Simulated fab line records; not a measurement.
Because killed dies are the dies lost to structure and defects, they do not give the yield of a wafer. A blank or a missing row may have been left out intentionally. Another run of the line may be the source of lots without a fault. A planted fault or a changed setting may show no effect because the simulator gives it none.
Chamber matching ; flow n5 finfet ; 4 sister chambers for N5_BEOL_M11_STRIP_36 on rie diel-03
The step strips in N2/H2. 20 wafers are shown with their chamber, then 10 later ones without.

== WAFERS WITH THEIR CHAMBER ==
wafer;chamber;showerhead plenum p Torr (Torr);drypump motor current A (A);throttle valve pct (%)
L078.1;0;2.46;5.3;23.8
L078.5;1;2.60;4.8;23.4
L078.6;0;2.46;5.3;23.8
L077.1;2;2.59;5.8;23.5
L077.2;3;2.55;6.7;23.6
L077.3;1;2.59;4.8;23.4
L077.4;0;2.46;5.3;23.8
L077.5;0;2.46;5.3;23.8
L077.6;3;2.55;6.6;23.6
L083.1;3;2.55;6.7;23.6
L083.3;0;2.46;5.3;23.8
L083.5;3;2.55;6.7;23.7
L082.1;0;2.46;5.3;23.8
L082.3;3;2.55;6.6;23.7
L082.5;3;2.55;6.7;23.6
L084.1;0;2.45;5.3;23.8
L084.2;2;2.59;5.7;23.2
L084.3;3;2.55;6.6;23.6
L084.4;1;2.59;4.8;23.4
L084.5;1;2.59;4.8;23.4

SIGNATURES (means of the wafers above)
reading;chamber 0;chamber 1;chamber 2;chamber 3;scatter within a chamber
showerhead plenum p Torr;2.4586;2.5925;2.5900;2.5500;0.00317
drypump motor current A;5.300;4.800;5.750;6.657;0.0372
throttle valve pct;23.800;23.400;23.350;23.629;0.0609
Rule: for each reading, subtract the chamber's mean from the wafer's reading, divide by that reading's scatter and square the result; add these up over the readings and take the root, which gives the wafer's distance from the chamber. If the next closest chamber is less than 2 further off than the closest, the wafer can't be placed; otherwise it belongs to the closest. How the scatter is found: for the shown wafers, subtract from each reading the mean of its chamber, square and add these, divide the total by (wafers less chambers), then take the root.

== WAFERS WITH NO CHAMBER GIVEN ==
wafer;showerhead plenum p Torr (Torr);drypump motor current A (A);throttle valve pct (%)
L084.6;2.45;5.3;23.8
L088.2;2.45;5.3;23.8
L088.4;2.55;6.6;23.7
L088.6;2.45;5.4;23.8
L092.1;2.45;5.3;23.8
L092.2;2.59;4.8;23.4
L092.3;2.59;5.7;23.2
L092.4;2.59;5.7;23.2
L092.5;2.59;4.8;23.4
L092.6;2.45;5.3;23.8

== CHAMBER TAKEN BY EACH ==
wafer;from the rows above;in truth
L084.6;0;0
L088.2;0;0
L088.4;3;3
L088.6;0;0
L092.1;0;0
L092.2;1;1
L092.3;2;2
L092.4;2;2
L092.5;1;1
L092.6;0;0
Placed correctly: 10 of 10. From these rows, 0 cannot be placed. Wrongly placed: 0.
